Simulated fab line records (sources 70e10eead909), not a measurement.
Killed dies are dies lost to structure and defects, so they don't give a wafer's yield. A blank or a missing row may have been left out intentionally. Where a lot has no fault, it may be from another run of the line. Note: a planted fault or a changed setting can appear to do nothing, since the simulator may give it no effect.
What tool caused it? + flow nand harc + 30 wafers from 10 lots sampled at 7 of the route's 1302 steps

## WHAT EACH GAUGE READ, for each wafer
NHARC_P_M1_CD_MEAS_09 targets a cd of 130 nm. Usual: cd nm reads 130.0 nm (standard deviation 0.68).
| lot  | measured     | on        | cd nm (nm)        | flag |
|------|--------------|-----------|-------------------|------|
| L301 | day 6 09:29  | cd sem-03 | 129.9 129.5 129.4 |      |
| L302 | day 6 13:06  | cd sem-01 | 130.3 129.2 130.6 |      |
| L303 | day 7 06:07  | cd sem-02 | 130.3 129.8 130.1 |      |
| L304 | day 7 07:47  | cd sem-03 | 130.2 130.5 129.5 |      |
| L306 | day 8 09:37  | cd sem-03 | 129.1 129.1 129.2 |      |
| L307 | day 8 17:02  | cd sem-01 | 130.8 131.1 131.2 |      |
| L311 | day 10 05:49 | cd sem-03 | 131.2 130.8 130.1 |      |
| L313 | day 11 03:54 | cd sem-01 | 130.5 131.2 131.3 |      |
| L322 | day 15 10:16 | cd sem-03 | 124.3 123.9 123.1 | OFF  |
| L324 | day 16 06:49 | cd sem-03 | 123.6 123.1 123.1 | OFF  |

NHARC_P_M1_OVL_MEAS_10: pitch 260 nm. Usual: overlay x nm -0.1 nm, standard deviation 1; overlay y nm -0.1 nm, standard deviation 0.76.
| lot  | measured     | on         | overlay x nm (nm) | overlay y nm (nm) | flag |
|------|--------------|------------|-------------------|-------------------|------|
| L301 | day 6 09:35  | overlay-01 | 1.2 1.5 1.5       | -0.8 -0.6 -0.8    |      |
| L302 | day 6 13:11  | overlay-02 | 0.0 0.3 -0.1      | 0.8 0.4 0.5       |      |
| L303 | day 7 06:12  | overlay-01 | -2.4 -2.6 -2.4    | 1.0 0.3 0.5       |      |
| L304 | day 7 07:52  | overlay-01 | -0.7 -0.5 0.2     | -1.2 -0.6 -1.1    |      |
| L306 | day 8 09:42  | overlay-02 | 1.0 0.5 0.6       | -1.7 -1.3 -2.2    |      |
| L307 | day 8 17:07  | overlay-01 | -0.1 -0.3 -0.3    | -0.1 -0.1 0.2     |      |
| L311 | day 10 05:55 | overlay-02 | -0.6 -0.7 -0.4    | 0.2 0.7 0.6       |      |
| L313 | day 11 03:59 | overlay-01 | 0.2 -0.1 0.5      | 0.4 0.9 1.1       |      |
| L322 | day 15 10:22 | overlay-02 | 23.6 23.1 23.2    | 0.4 0.5 0.3       | OFF  |
| L324 | day 16 06:54 | overlay-01 | 21.9 22.5 22.8    | -0.4 0.0 -0.2     | OFF  |

NHARC_P_M1_INSPECT_11. Usual: raw defect count reads 4.3 (standard deviation 2.7).
| lot  | measured     | on                | raw defect count | flag |
|------|--------------|-------------------|------------------|------|
| L301 | day 6 09:37  | defect inspect-02 | 11 6 8           |      |
| L302 | day 6 13:13  | defect inspect-02 | 1 6 2            |      |
| L303 | day 7 06:14  | defect inspect-01 | 3 2 2            |      |
| L304 | day 7 07:54  | defect inspect-01 | 2 2 5            |      |
| L306 | day 8 09:44  | defect inspect-01 | 1 6 2            |      |
| L307 | day 8 17:10  | defect inspect-01 | 7 8 3            |      |
| L311 | day 10 05:56 | defect inspect-01 | 6 5 1            |      |
| L313 | day 11 04:01 | defect inspect-01 | 3 4 3            |      |
| L322 | day 15 10:24 | defect inspect-01 | 3 5 3            |      |
| L324 | day 16 06:56 | defect inspect-02 | 2 4 4            |      |

NHARC_END_SORT_01. Usual: defect limited yield 91.3 %, standard deviation 2.8; killed at array 54, standard deviation 18; killed at other 0.7, standard deviation 0.87; killed at periphery 3.7, standard deviation 2.5; killed dies 59, standard deviation 19; killed open 3.3, standard deviation 2; killed short 2.6, standard deviation 1.6; sort_bin_2_pct 3.1 %, standard deviation 1.2; sort_bin_3_pct 0.6 %, standard deviation 0.35; sort_bin_4_pct 5.0 %, standard deviation 1.6; sort n pass 618, standard deviation 19; sort rim yield pct 92 %, standard deviation 4.4; sort yield pct 91.3 %, standard deviation 2.8.
| lot  | measured     | on        | defect limited yield (%) | killed at array | killed at other | killed at periphery | killed dies | killed open | killed short | sort_bin_2_pct (%) | sort_bin_3_pct (%) | sort_bin_4_pct (%) | sort n pass | sort rim yield pct (%) | sort yield pct (%) | flag |
|------|--------------|-----------|--------------------------|-----------------|-----------------|---------------------|-------------|-------------|--------------|--------------------|--------------------|--------------------|-------------|------------------------|--------------------|------|
| L301 | day 27 00:58 | prober-01 | 87.6 90.0 87.3           | 75 65 81        | 1 0 0           | 8 3 5               | 84 68 86    | 3 2 3       | 6 4 0        | 4.4 3.1 5.8        | 0.9 0.9 0.4        | 7.1 6.1 6.5        | 593 609 591 | 87 95 92               | 87.6 90.0 87.3     |      |
| L302 | day 27 06:28 | prober-02 | 92.0 92.9 93.5           | 51 46 41        | 2 0 1           | 1 2 2               | 54 48 44    | 7 1 5       | 3 2 4        | 3.1 3.0 2.8        | 0 0.3 0.6          | 4.9 3.8 3.1        | 623 629 633 | 93 96 92               | 92.0 92.9 93.5     |      |
| L303 | day 26 21:51 | prober-02 | 92.0 93.2 93.8           | 52 44 40        | 1 0 0           | 1 2 2               | 54 46 42    | 2 3 1       | 2 2 2        | 2.2 1.6 1.9        | 0.7 0.6 0.6        | 5.0 4.6 3.7        | 623 631 635 | 91 98 94               | 92.0 93.2 93.8     |      |
| L304 | day 27 08:44 | prober-01 | 93.5 93.8 90.0           | 41 41 66        | 1 0 1           | 2 1 1               | 44 42 68    | 5 0 2       | 1 1 4        | 2.7 2.5 3.5        | 0.7 0.7 1.2        | 3.1 3.0 5.3        | 633 635 609 | 89 89 92               | 93.5 93.8 90.0     |      |
| L306 | day 27 21:13 | prober-02 | 92.9 93.5 92.8           | 47 42 46        | 0 0 1           | 1 2 2               | 48 44 49    | 0 3 3       | 1 3 1        | 1.8 3.0 2.8        | 0.6 0.6 0.6        | 4.7 3.0 3.8        | 629 633 628 | 90 90 90               | 92.9 93.5 92.8     |      |
| L307 | day 27 13:27 | prober-02 | 89.7 88.9 90.3           | 62 64 63        | 0 0 1           | 8 11 2              | 70 75 66    | 5 4 1       | 4 4 2        | 2.5 4.4 3.7        | 0.7 1.0 0.9        | 7.1 5.6 5.2        | 607 602 611 | 86 94 99               | 89.7 88.9 90.3     |      |
| L311 | day 28 01:11 | prober-01 | 94.7 94.5 95.6           | 31 34 27        | 0 0 2           | 5 3 1               | 36 37 30    | 2 5 3       | 3 4 1        | 1.3 1.8 1.2        | 0.3 0.6 0          | 3.7 3.1 3.2        | 641 640 647 | 94 96 94               | 94.7 94.5 95.6     |      |
| L313 | day 29 05:12 | prober-01 | 89.2 90.0 88.0           | 69 64 75        | 0 0 0           | 4 4 6               | 73 68 81    | 3 3 6       | 1 2 4        | 5.0 4.3 4.0        | 1.2 1.3 0.4        | 4.6 4.4 7.5        | 604 609 596 | 94 93 91               | 89.2 90.0 88.0     |      |
| L322 | day 33 21:07 | prober-02 | 91.9 91.9 90.4           | 45 52 58        | 3 1 0           | 7 2 7               | 55 55 65    | 3 5 4       | 1 2 1        | 2.2 1.6 2.1        | 0.6 0.7 0.4        | 5.3 5.8 7.1        | 622 622 612 | 97 94 93               | 91.9 91.9 90.4     |      |
| L324 | day 34 14:26 | prober-01 | 90.8 88.9 90.1           | 58 68 61        | 2 3 1           | 2 4 5               | 62 75 67    | 6 5 2       | 1 3 2        | 3.2 4.3 3.8        | 0.7 0.6 0.4        | 5.2 6.2 5.6        | 615 602 610 | 90 94 91               | 90.8 88.9 90.1     |      |

## WHAT TOOL EACH LOT RAN ON (gives the tool, then ch and the chambers of the sampled wafers, and finally the start)
| lot  | NHARC_P_M0_DESCUM_14               | NHARC_P_M0_ANNEAL_30             | NHARC_P_M1_EXPOSE_06               |
|------|------------------------------------|----------------------------------|------------------------------------|
| L301 | rie diel-04 ch 0,1,3, day 6 05:39  | rtp anneal-02 ch 0, day 6 07:20  | arfi scanner-03 ch 0, day 6 09:22  |
| L302 | rie diel-02 ch 2,3, day 6 08:47    | rtp anneal-02 ch 0, day 6 10:32  | arfi scanner-03 ch 0, day 6 12:58  |
| L303 | rie diel-04 ch 0,1,3, day 7 02:23  | rtp anneal-02 ch 0, day 7 04:02  | arfi scanner-03 ch 0, day 7 05:58  |
| L304 | rie diel-05 ch 0,3, day 7 03:49    | rtp anneal-01 ch 0, day 7 05:37  | arfi scanner-02 ch 0, day 7 07:38  |
| L306 | rie diel-04 ch 0,1, day 8 05:52    | rtp anneal-01 ch 0, day 8 07:32  | arfi scanner-03 ch 0, day 8 09:29  |
| L307 | rie diel-05 ch 0,3, day 8 12:56    | rtp anneal-02 ch 0, day 8 14:49  | arfi scanner-02 ch 0, day 8 16:53  |
| L311 | rie diel-04 ch 0,1,2, day 10 01:58 | rtp anneal-01 ch 0, day 10 03:43 | arfi scanner-01 ch 0, day 10 05:41 |
| L313 | rie diel-02 ch 1,3, day 11 00:02   | rtp anneal-02 ch 0, day 11 01:41 | arfi scanner-01 ch 0, day 11 03:46 |
| L322 | rie diel-04 ch 0,2,3, day 15 06:25 | rtp anneal-01 ch 0, day 15 08:04 | arfi scanner-02 ch 0, day 15 10:08 |
| L324 | rie diel-05 ch 1,2,3, day 16 02:34 | rtp anneal-01 ch 0, day 16 04:23 | arfi scanner-02 ch 0, day 16 06:40 |
- NHARC_P_M0_DESCUM_14: chemistry O2, time 3 s.
- NHARC_P_M0_ANNEAL_30: time 90 s.
- NHARC_P_M1_EXPOSE_06: exposes mask P M1, target cd 130 nm.

## WHAT THE TOOLS THEMSELVES READ (means of the sampled wafers that have a number; where no wafer has one, the mark that the record gives instead)
NHARC_P_M0_DESCUM_14. Usual: drypump motor current A 5.78 A, standard deviation 0.26; oes product au 1.001 a.u., standard deviation 0.0093; rf vpp V 57.9 V, standard deviation 0.85; showerhead plenum p Torr 1.95 Torr, standard deviation 0.1; throttle valve pct 11.311 %, standard deviation 0.0089.
| lot  | tool        | drypump motor current A (A) | oes product au (a.u.) | rf vpp V (V) | showerhead plenum p Torr (Torr) | throttle valve pct (%) | flag |
|------|-------------|-----------------------------|-----------------------|--------------|---------------------------------|------------------------|------|
| L301 | rie diel-04 | 5.73                        | 0.998                 | 58.6         | 1.99                            | 11.321                 |      |
| L302 | rie diel-02 | 5.37                        | 1.012                 | 57.4         | 1.80                            | 11.314                 |      |
| L303 | rie diel-04 | 5.74                        | 1.003                 | 57.6         | 1.99                            | 11.303                 |      |
| L304 | rie diel-05 | 5.84                        | 0.997                 | 58.2         | 1.88                            | 11.313                 |      |
| L306 | rie diel-04 | 5.69                        | 1.009                 | 58.4         | 2.03                            | 11.316                 |      |
| L307 | rie diel-05 | 5.83                        | 0.999                 | 58.2         | 1.93                            | 11.306                 |      |
| L311 | rie diel-04 | 5.64                        | 0.995                 | 58.0         | 2.04                            | 11.308                 |      |
| L313 | rie diel-02 | 5.93                        | 0.998                 | 57.8         | 1.95                            | 11.316                 |      |
| L322 | rie diel-04 | 5.78                        | 1.000                 | 58.3         | 1.98                            | 11.314                 |      |
| L324 | rie diel-05 | 5.98                        | 0.995                 | 57.9         | 1.95                            | 11.312                 |      |

NHARC_P_M0_ANNEAL_30. Usual: wafer_temp_C_max reads 225.79 (standard deviation 0.23).
| lot  | tool          | wafer_temp_C_max | flag |
|------|---------------|------------------|------|
| L301 | rtp anneal-02 | 225.83           |      |
| L302 | rtp anneal-02 | 225.61           |      |
| L303 | rtp anneal-02 | 225.90           |      |
| L304 | rtp anneal-01 | 225.56           |      |
| L306 | rtp anneal-01 | 225.77           |      |
| L307 | rtp anneal-02 | 225.82           |      |
| L311 | rtp anneal-01 | 226.00           |      |
| L313 | rtp anneal-02 | 225.58           |      |
| L322 | rtp anneal-01 | 225.82           |      |
| L324 | rtp anneal-01 | 225.73           |      |

NHARC_P_M1_EXPOSE_06. Usual: exposure dose mJ cm2 reads 81.88 (standard deviation 0.088).
| lot  | tool            | exposure dose mJ cm2 | flag |
|------|-----------------|----------------------|------|
| L301 | arfi scanner-03 | 81.77                |      |
| L302 | arfi scanner-03 | 81.80                |      |
| L303 | arfi scanner-03 | 81.97                |      |
| L304 | arfi scanner-02 | 81.90                |      |
| L306 | arfi scanner-03 | 81.80                |      |
| L307 | arfi scanner-02 | 81.89                |      |
| L311 | arfi scanner-01 | 81.86                |      |
| L313 | arfi scanner-01 | 81.86                |      |
| L322 | arfi scanner-02 | 73.61                | OFF  |
| L324 | arfi scanner-02 | 74.00                | OFF  |

## THE ANSWER, worked out from the rows above alone
Rule: take the mean of a lot's wafers that have a number; if it is more than 3 standard deviations from the usual mean, the lot is off. A lot without any number at a reading at which 4 lots or more have one is off too. The other lots that the step has rows for count as sound. After the gauges, taken in route order, come the tools' own readings; for these a lot's mean is taken, as printed above. At the first step where some lot is off, the reading lying furthest off is the one used; lots without a number count as furthest.
Off: L322, L324 (NHARC_P_M1_CD_MEAS_09, cd nm).
If a tool, at a process step before that reading, ran all the lots that are off and no sound lot after the first of them, it fits. The gauges at NHARC_P_M1_CD_MEAS_09 aren't tried: what is off there is off at NHARC_P_M1_OVL_MEAS_10 too, on other tools, and a gauge's error can't cause that. Can't be told from this: 2 tools fit, rtp anneal-01 at NHARC_P_M0_ANNEAL_30, arfi scanner-02 at NHARC_P_M1_EXPOSE_06.

## WHAT WAS PUT IN BY THE SIMULATOR
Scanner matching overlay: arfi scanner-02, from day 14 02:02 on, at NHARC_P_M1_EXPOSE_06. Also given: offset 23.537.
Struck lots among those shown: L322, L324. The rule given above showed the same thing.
